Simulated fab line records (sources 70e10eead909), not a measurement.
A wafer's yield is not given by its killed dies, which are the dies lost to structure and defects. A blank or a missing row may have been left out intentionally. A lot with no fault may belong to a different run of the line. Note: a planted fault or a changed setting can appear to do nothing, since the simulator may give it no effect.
Matching of chambers / flow nand_harc / 4 sister chambers for NHARC_A_DECK1_JOINT_CMP_13 on cmp-02
The step polishes, target thk 51.023 nm. 14 wafers are shown with their chamber, then 7 later ones without.

== WAFERS, EACH WITH ITS CHAMBER ==
wafer=L765.1; chamber=3; motor_current_A (A)=11.9; edge_zone_pressure_frac=0.998; time_to_endpoint_s (s)=7.1
wafer=L765.2; chamber=0; motor_current_A (A)=11.5; edge_zone_pressure_frac=0.999; time_to_endpoint_s (s)=7.8
wafer=L765.5; chamber=0; motor_current_A (A)=11.1; edge_zone_pressure_frac=1.003; time_to_endpoint_s (s)=7.3
wafer=L763.3; chamber=1; motor_current_A (A)=13.0; edge_zone_pressure_frac=0.999; time_to_endpoint_s (s)=9.5
wafer=L763.4; chamber=2; motor_current_A (A)=9.7; edge_zone_pressure_frac=0.999; time_to_endpoint_s (s)=7.9
wafer=L763.5; chamber=3; motor_current_A (A)=12.1; edge_zone_pressure_frac=0.996; time_to_endpoint_s (s)=8.0
wafer=L770.1; chamber=2; motor_current_A (A)=10.6; edge_zone_pressure_frac=1.003; time_to_endpoint_s (s)=9.1
wafer=L770.2; chamber=0; motor_current_A (A)=11.8; edge_zone_pressure_frac=0.999; time_to_endpoint_s (s)=10.4
wafer=L770.4; chamber=1; motor_current_A (A)=13.5; edge_zone_pressure_frac=1.009; time_to_endpoint_s (s)=9.4
wafer=L778.2; chamber=1; motor_current_A (A)=12.7; edge_zone_pressure_frac=1.007; time_to_endpoint_s (s)=8.8
wafer=L778.3; chamber=3; motor_current_A (A)=12.1; edge_zone_pressure_frac=0.991; time_to_endpoint_s (s)=12.5
wafer=L778.6; chamber=0; motor_current_A (A)=12.0; edge_zone_pressure_frac=0.998; time_to_endpoint_s (s)=13.6
wafer=L781.3; chamber=0; motor_current_A (A)=11.4; edge_zone_pressure_frac=0.991; time_to_endpoint_s (s)=12.0
wafer=L781.4; chamber=3; motor_current_A (A)=12.0; edge_zone_pressure_frac=0.994; time_to_endpoint_s (s)=12.5

SIGNATURES (means of the wafers above)
reading=motor_current_A; chamber 0=11.560; chamber 1=13.067; chamber 2=10.150; chamber 3=12.025; scatter within a chamber=0.354
reading=edge_zone_pressure_frac; chamber 0=0.99800; chamber 1=1.00500; chamber 2=1.00100; chamber 3=0.99475; scatter within a chamber=0.00408
reading=time_to_endpoint_s; chamber 0=10.220; chamber 1=9.233; chamber 2=8.500; chamber 3=10.025; scatter within a chamber=2.34
Rule: for a wafer and a chamber, the distance is found by dividing, reading by reading, the gap between the wafer's reading and the chamber's mean by the reading's scatter, squaring, summing and taking the root. If the next closest chamber is less than 2 further off than the closest, the wafer can't be placed; otherwise it belongs to the closest. The scatter: take each reading less its chamber's mean, square it, sum over the shown wafers, divide by the number of wafers less the number of chambers, and take the root.

== WAFERS WITH NO CHAMBER GIVEN ==
wafer=L781.6; motor_current_A (A)=11.6; edge_zone_pressure_frac=0.994; time_to_endpoint_s (s)=12.1
wafer=L783.1; motor_current_A (A)=12.3; edge_zone_pressure_frac=1.003; time_to_endpoint_s (s)=9.4
wafer=L783.3; motor_current_A (A)=10.4; edge_zone_pressure_frac=1.008; time_to_endpoint_s (s)=5.5
wafer=L783.4; motor_current_A (A)=11.4; edge_zone_pressure_frac=0.994; time_to_endpoint_s (s)=7.1
wafer=L785.1; motor_current_A (A)=13.0; edge_zone_pressure_frac=0.997; time_to_endpoint_s (s)=7.7
wafer=L785.3; motor_current_A (A)=12.7; edge_zone_pressure_frac=0.996; time_to_endpoint_s (s)=11.1
wafer=L785.6; motor_current_A (A)=12.5; edge_zone_pressure_frac=0.998; time_to_endpoint_s (s)=9.5

== WHICH CHAMBER EACH ONE RAN IN ==
wafer=L781.6; from the rows above=can't be placed: 0 or 3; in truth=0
wafer=L783.1; from the rows above=can't be placed: 3 or 1 or 0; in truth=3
wafer=L783.3; from the rows above=2; in truth=2
wafer=L783.4; from the rows above=can't be placed: 0 or 3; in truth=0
wafer=L785.1; from the rows above=can't be placed: 1 or 3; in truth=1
wafer=L785.3; from the rows above=can't be placed: 3 or 1 or 0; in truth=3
wafer=L785.6; from the rows above=can't be placed: 3 or 1 or 0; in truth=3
Placed correctly: 1 of 7. Cannot be placed on the basis of these rows: 6; the candidates contain the true chamber in 6. Wrongly placed: 0.
